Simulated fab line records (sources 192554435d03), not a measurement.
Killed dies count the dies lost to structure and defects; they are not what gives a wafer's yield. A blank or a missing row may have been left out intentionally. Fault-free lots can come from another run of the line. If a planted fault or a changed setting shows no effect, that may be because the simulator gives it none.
Which tool is to blame? / flow n5 finfet / 30 wafers from 10 lots sampled at 5 of the route's 1938 steps

WHAT THE GAUGES SHOWED, per wafer
N5_BEOL_M4_RC_MEAS_101.
lot=L649; measured=day 8 17:11; on=prober-01; DIBL_N (mV/V)=37.4 37.8 36.8; DIBL_P (mV/V)=37.4 37.4 36.8; IOFF_N (nA/um)=0.195 0.193 0.171; IOFF_P (nA/um)=0.237 0.224 0.216; ION_N (uA/um)=697 690 683; ION_P (uA/um)=467 465 465; SS_N (mV/dec)=72.2 70.9 71.2; SS_P (mV/dec)=73.3 72.9 73.5; VT_N (mV)=243.2 245.4 248.1; VT_P (mV)=-248 -249 -250
lot=L651; measured=day 9 04:13; on=prober-02; DIBL_N (mV/V)=35.3 34.1 34.1; DIBL_P (mV/V)=33.7 32.7 33.6; IOFF_N (nA/um)=0.136 0.125 0.129; IOFF_P (nA/um)=0.182 0.170 0.179; ION_N (uA/um)=658 659 668; ION_P (uA/um)=455 458 458; SS_N (mV/dec)=70.3 70.5 70.8; SS_P (mV/dec)=73.0 72.9 72.8; VT_N (mV)=255.9 253.4 253.7; VT_P (mV)=-250 -250 -251
lot=L655; measured=day 10 10:31; on=prober-02; DIBL_N (mV/V)=39.2 37.6 38.4; DIBL_P (mV/V)=38.2 36.8 37.3; IOFF_N (nA/um)=0.191 0.175 0.176; IOFF_P (nA/um)=0.240 0.219 0.224; ION_N (uA/um)=684 681 684; ION_P (uA/um)=465 464 466; SS_N (mV/dec)=72.3 72.0 72.6; SS_P (mV/dec)=73.7 72.9 73.1; VT_N (mV)=248.0 247.0 248.2; VT_P (mV)=-246 -248 -246
lot=L656; measured=day 10 17:10; on=prober-01; DIBL_N (mV/V)=36.8 36.2 35.3; DIBL_P (mV/V)=37.2 36.7 35.4; IOFF_N (nA/um)=0.144 0.149 0.128; IOFF_P (nA/um)=0.192 0.185 0.163; ION_N (uA/um)=676 678 675; ION_P (uA/um)=460 460 452; SS_N (mV/dec)=71.5 71.3 71.1; SS_P (mV/dec)=73.0 73.2 72.7; VT_N (mV)=251.5 251.0 253.6; VT_P (mV)=-252 -256 -255
lot=L668; measured=day 14 18:17; on=prober-01; DIBL_N (mV/V)=36.4 37.5 37.3; DIBL_P (mV/V)=36.8 38.0 37.8; IOFF_N (nA/um)=0.165 0.173 0.172; IOFF_P (nA/um)=0.212 0.237 0.228; ION_N (uA/um)=667 670 668; ION_P (uA/um)=458 463 461; SS_N (mV/dec)=71.5 71.5 71.3; SS_P (mV/dec)=73.0 73.5 73.2; VT_N (mV)=246.2 247.3 247.1; VT_P (mV)=-250 -248 -251
lot=L667; measured=day 14 20:09; on=prober-02; DIBL_N (mV/V)=35.9 35.2 36.6; DIBL_P (mV/V)=35.4 35.2 36.0; IOFF_N (nA/um)=0.156 0.148 0.169; IOFF_P (nA/um)=0.219 0.225 0.230; ION_N (uA/um)=675 681 681; ION_P (uA/um)=464 472 466; SS_N (mV/dec)=70.9 70.5 70.9; SS_P (mV/dec)=73.2 73.5 73.4; VT_N (mV)=246.8 249.7 246.5; VT_P (mV)=-250 -248 -248
lot=L666; measured=day 14 22:52; on=prober-02; DIBL_N (mV/V)=35.9 37.9 36.3; DIBL_P (mV/V)=35.8 39.4 36.2; IOFF_N (nA/um)=0.145 0.187 0.144; IOFF_P (nA/um)=0.185 0.237 0.190; ION_N (uA/um)=671 676 673; ION_P (uA/um)=463 460 460; SS_N (mV/dec)=70.8 71.9 71.6; SS_P (mV/dec)=72.9 74.0 73.7; VT_N (mV)=248.9 245.3 253.4; VT_P (mV)=-254 -249 -252
lot=L670; measured=day 15 15:37; on=prober-01; DIBL_N (mV/V)=37.1 37.7 36.9; DIBL_P (mV/V)=39.1 38.4 38.3; IOFF_N (nA/um)=0.171 0.176 0.168; IOFF_P (nA/um)=0.247 0.233 0.222; ION_N (uA/um)=674 675 678; ION_P (uA/um)=463 465 466; SS_N (mV/dec)=72.1 72.4 71.7; SS_P (mV/dec)=73.3 73.7 73.8; VT_N (mV)=249.8 250.0 252.3; VT_P (mV)=-248 -248 -251
lot=L672; measured=day 15 15:25; on=prober-02; DIBL_N (mV/V)=36.2 36.1 35.8; DIBL_P (mV/V)=37.2 36.6 36.3; IOFF_N (nA/um)=0.160 0.153 0.151; IOFF_P (nA/um)=0.197 0.182 0.179; ION_N (uA/um)=679 676 679; ION_P (uA/um)=461 457 460; SS_N (mV/dec)=71.8 71.3 70.9; SS_P (mV/dec)=72.2 72.6 72.6; VT_N (mV)=248.6 251.2 250.6; VT_P (mV)=-252 -250 -252
lot=L671; measured=day 15 22:28; on=prober-01; DIBL_N (mV/V)=38.3 37.2 37.2; DIBL_P (mV/V)=39.0 36.4 36.5; IOFF_N (nA/um)=0.231 0.193 0.188; IOFF_P (nA/um)=0.281 0.235 0.234; ION_N (uA/um)=704 689 690; ION_P (uA/um)=477 468 468; SS_N (mV/dec)=71.8 71.3 71.6; SS_P (mV/dec)=74.7 74.4 73.3; VT_N (mV)=242.5 245.3 245.2; VT_P (mV)=-245 -249 -250

EACH LOT AND THE TOOL THAT RAN IT (in order: tool; ch and the chambers of the sampled wafers; start)
lot=L649; N5_BEOL_M3_DEP_57=pecvd-01 ch 1,2, day 8 07:33; N5_BEOL_M4_ALD_98=ald sin-03 ch 0,1,2, day 8 11:00; N5_BEOL_M4_ETCH_70=rie diel-01 ch 1,2, day 8 12:56; N5_BEOL_M4_DEGAS_44=pvd sputter-03, day 8 13:40
lot=L651; N5_BEOL_M3_DEP_57=pecvd-04 ch 1,2, day 8 13:19; N5_BEOL_M4_ALD_98=ald sin-03 ch 0,2,3, day 8 16:16; N5_BEOL_M4_ETCH_70=rie diel-01 ch 0,1, day 8 23:53; N5_BEOL_M4_DEGAS_44=pvd sputter-01, day 9 00:40
lot=L655; N5_BEOL_M3_DEP_57=pecvd-04 ch 0,1,2, day 9 09:14; N5_BEOL_M4_ALD_98=ald sin-04 ch 0,1,2, day 9 11:34; N5_BEOL_M4_ETCH_70=rie diel-04 ch 0,2, day 9 21:55; N5_BEOL_M4_DEGAS_44=pvd sputter-02, day 9 22:52
lot=L656; N5_BEOL_M3_DEP_57=pecvd-04 ch 1,2, day 10 03:18; N5_BEOL_M4_ALD_98=ald sin-01 ch 1,2,3, day 10 05:32; N5_BEOL_M4_ETCH_70=rie diel-04 ch 1,2, day 10 12:25; N5_BEOL_M4_DEGAS_44=pvd sputter-01, day 10 13:10
lot=L668; N5_BEOL_M3_DEP_57=pecvd-03 ch 0,1,2, day 13 08:41; N5_BEOL_M4_ALD_98=ald sin-01 ch 1,2, day 13 12:55; N5_BEOL_M4_ETCH_70=rie diel-04 ch 0,1,3, day 14 13:27; N5_BEOL_M4_DEGAS_44=pvd sputter-01, day 14 14:13
lot=L667; N5_BEOL_M3_DEP_57=pecvd-03 ch 0,1, day 13 14:59; N5_BEOL_M4_ALD_98=ald sin-04 ch 0,1, day 13 17:38; N5_BEOL_M4_ETCH_70=rie diel-05 ch 0,1,3, day 14 13:34; N5_BEOL_M4_DEGAS_44=pvd sputter-01, day 14 14:18
lot=L666; N5_BEOL_M3_DEP_57=pecvd-03 ch 0,1,2, day 13 19:20; N5_BEOL_M4_ALD_98=ald sin-03 ch 0,1, day 13 22:17; N5_BEOL_M4_ETCH_70=rie diel-04 ch 1,3, day 14 18:17; N5_BEOL_M4_DEGAS_44=pvd sputter-01, day 14 19:01
lot=L670; N5_BEOL_M3_DEP_57=pecvd-03 ch 0,1,2, day 14 11:34; N5_BEOL_M4_ALD_98=ald sin-04 ch 0,1,3, day 14 13:37; N5_BEOL_M4_ETCH_70=rie diel-01 ch 2,3, day 15 10:58; N5_BEOL_M4_DEGAS_44=pvd sputter-02, day 15 11:41
lot=L672; N5_BEOL_M3_DEP_57=pecvd-04 ch 0,1, day 14 12:01; N5_BEOL_M4_ALD_98=ald sin-01 ch 0,2,3, day 14 15:20; N5_BEOL_M4_ETCH_70=rie diel-04 ch 1,3, day 15 11:00; N5_BEOL_M4_DEGAS_44=pvd sputter-02, day 15 11:46
lot=L671; N5_BEOL_M3_DEP_57=pecvd-04 ch 1,2, day 14 13:51; N5_BEOL_M4_ALD_98=ald sin-01 ch 0,1,2, day 14 16:26; N5_BEOL_M4_ETCH_70=rie diel-05 ch 0,3, day 15 17:27; N5_BEOL_M4_DEGAS_44=pvd sputter-02, day 15 18:32
- N5_BEOL_M3_DEP_57: deposits SiCN from 3MS/NH3, target thk 8 nm, time 14 s.
- N5_BEOL_M4_ALD_98: deposits SiO2, target thk 2.5 nm, pulse time 1 s, co reactant pulse time 1 s.
- N5_BEOL_M4_ETCH_70: etches SOC in N2/H2, target depth 80 nm, overetch 24 nm, time 130 s.
- N5_BEOL_M4_DEGAS_44: time 60 s.

WHAT THE TOOLS THEMSELVES READ (means of the sampled wafers that have a number; where no wafer has one, the mark that the record gives instead)
N5_BEOL_M3_DEP_57.
lot=L649; tool=pecvd-01; showerhead plenum p Torr (Torr)=3.684; throttle valve pct (%)=9.5
lot=L651; tool=pecvd-04; showerhead plenum p Torr (Torr)=3.661; throttle valve pct (%)=8.6
lot=L655; tool=pecvd-04; showerhead plenum p Torr (Torr)=3.662; throttle valve pct (%)=9.1
lot=L656; tool=pecvd-04; showerhead plenum p Torr (Torr)=3.664; throttle valve pct (%)=8.7
lot=L668; tool=pecvd-03; showerhead plenum p Torr (Torr)=3.646; throttle valve pct (%)=8.8
lot=L667; tool=pecvd-03; showerhead plenum p Torr (Torr)=3.643; throttle valve pct (%)=9.0
lot=L666; tool=pecvd-03; showerhead plenum p Torr (Torr)=3.643; throttle valve pct (%)=8.9
lot=L670; tool=pecvd-03; showerhead plenum p Torr (Torr)=3.648; throttle valve pct (%)=9.2
lot=L672; tool=pecvd-04; showerhead plenum p Torr (Torr)=3.668; throttle valve pct (%)=9.1
lot=L671; tool=pecvd-04; showerhead plenum p Torr (Torr)=3.656; throttle valve pct (%)=8.6

N5_BEOL_M4_ALD_98.
lot=L649; tool=ald sin-03; heater power w (W)=73; precursor pulse height rel=1.003
lot=L651; tool=ald sin-03; heater power w (W)=70; precursor pulse height rel=0.993
lot=L655; tool=ald sin-04; heater power w (W)=81; precursor pulse height rel=1.002
lot=L656; tool=ald sin-01; heater power w (W)=77; precursor pulse height rel=0.993
lot=L668; tool=ald sin-01; heater power w (W)=81; precursor pulse height rel=1.018
lot=L667; tool=ald sin-04; heater power w (W)=74; precursor pulse height rel=0.987
lot=L666; tool=ald sin-03; heater power w (W)=70; precursor pulse height rel=1.012
lot=L670; tool=ald sin-04; heater power w (W)=74; precursor pulse height rel=1.012
lot=L672; tool=ald sin-01; heater power w (W)=72; precursor pulse height rel=0.994
lot=L671; tool=ald sin-01; heater power w (W)=76; precursor pulse height rel=0.982

N5_BEOL_M4_ETCH_70.
lot=L649; tool=rie diel-01; drypump motor current A (A)=5.4; oes product au (a.u.)=0.54; rf vpp V (V)=524.2; showerhead plenum p Torr (Torr)=2.56; temp c (C)=40.01; throttle valve pct (%)=17.94
lot=L651; tool=rie diel-01; drypump motor current A (A)=6.2; oes product au (a.u.)=0.60; rf vpp V (V)=523.0; showerhead plenum p Torr (Torr)=2.50; temp c (C)=40.07; throttle valve pct (%)=17.85
lot=L655; tool=rie diel-04; drypump motor current A (A)=5.7; oes product au (a.u.)=0.57; rf vpp V (V)=523.6; showerhead plenum p Torr (Torr)=2.55; temp c (C)=42.44; throttle valve pct (%)=17.94
lot=L656; tool=rie diel-04; drypump motor current A (A)=5.8; oes product au (a.u.)=0.58; rf vpp V (V)=522.9; showerhead plenum p Torr (Torr)=2.51; temp c (C)=42.36; throttle valve pct (%)=17.95
lot=L668; tool=rie diel-04; drypump motor current A (A)=6.0; oes product au (a.u.)=0.62; rf vpp V (V)=524.2; showerhead plenum p Torr (Torr)=2.55; temp c (C)=39.93; throttle valve pct (%)=17.68
lot=L667; tool=rie diel-05; drypump motor current A (A)=6.1; oes product au (a.u.)=0.57; rf vpp V (V)=524.3; showerhead plenum p Torr (Torr)=2.54; temp c (C)=39.97; throttle valve pct (%)=17.97
lot=L666; tool=rie diel-04; drypump motor current A (A)=6.0; oes product au (a.u.)=0.63; rf vpp V (V)=523.1; showerhead plenum p Torr (Torr)=2.51; temp c (C)=39.93; throttle valve pct (%)=17.67
lot=L670; tool=rie diel-01; drypump motor current A (A)=5.1; oes product au (a.u.)=0.61; rf vpp V (V)=523.9; showerhead plenum p Torr (Torr)=2.57; temp c (C)=40.02; throttle valve pct (%)=17.66
lot=L672; tool=rie diel-04; drypump motor current A (A)=5.7; oes product au (a.u.)=0.62; rf vpp V (V)=524.0; showerhead plenum p Torr (Torr)=2.55; temp c (C)=40.01; throttle valve pct (%)=17.76
lot=L671; tool=rie diel-05; drypump motor current A (A)=5.8; oes product au (a.u.)=0.56; rf vpp V (V)=524.7; showerhead plenum p Torr (Torr)=2.58; temp c (C)=40.00; throttle valve pct (%)=18.04

N5_BEOL_M4_DEGAS_44.
lot=L649; tool=pvd sputter-03; heater power w (W)=353
lot=L651; tool=pvd sputter-01; heater power w (W)=325
lot=L655; tool=pvd sputter-02; heater power w (W)=367
lot=L656; tool=pvd sputter-01; heater power w (W)=308
lot=L668; tool=pvd sputter-01; heater power w (W)=346
lot=L667; tool=pvd sputter-01; heater power w (W)=313
lot=L666; tool=pvd sputter-01; heater power w (W)=349
lot=L670; tool=pvd sputter-02; heater power w (W)=369
lot=L672; tool=pvd sputter-02; heater power w (W)=382
lot=L671; tool=pvd sputter-02; heater power w (W)=370

THE ANSWER, worked out from the rows above alone
Rule: the usual values come from the lots themselves. The widest of any qualifying gaps counts: lots, ordered by their means at a reading, are off when they make up no more than a third of the lots, leave a main group of 4 or more, and stand apart from it by 3 or more times the standard deviation of that group's means. Not used: any main group whose means are identical at the precision the tables above print for the reading. A lot without any number at a reading at which 4 lots or more have one is off too. The other lots that the step has rows for count as sound. Order of review: gauges by route order, followed by the tools' own readings, for which a lot's mean as printed above is used. At the first step where some lot is off, the reading lying furthest off is the one used; lots without a number count as furthest.
Off: L655, L656 (N5_BEOL_M4_ETCH_70, temp c). Mean 39.99 C and standard deviation 0.044 in the main group.
If a tool, at that step or one of the process steps before it, ran each lot that is off and ran no sound lot following the first of them, it fits. None of those tried fits.

WHAT THE SIMULATOR HAD PUT IN
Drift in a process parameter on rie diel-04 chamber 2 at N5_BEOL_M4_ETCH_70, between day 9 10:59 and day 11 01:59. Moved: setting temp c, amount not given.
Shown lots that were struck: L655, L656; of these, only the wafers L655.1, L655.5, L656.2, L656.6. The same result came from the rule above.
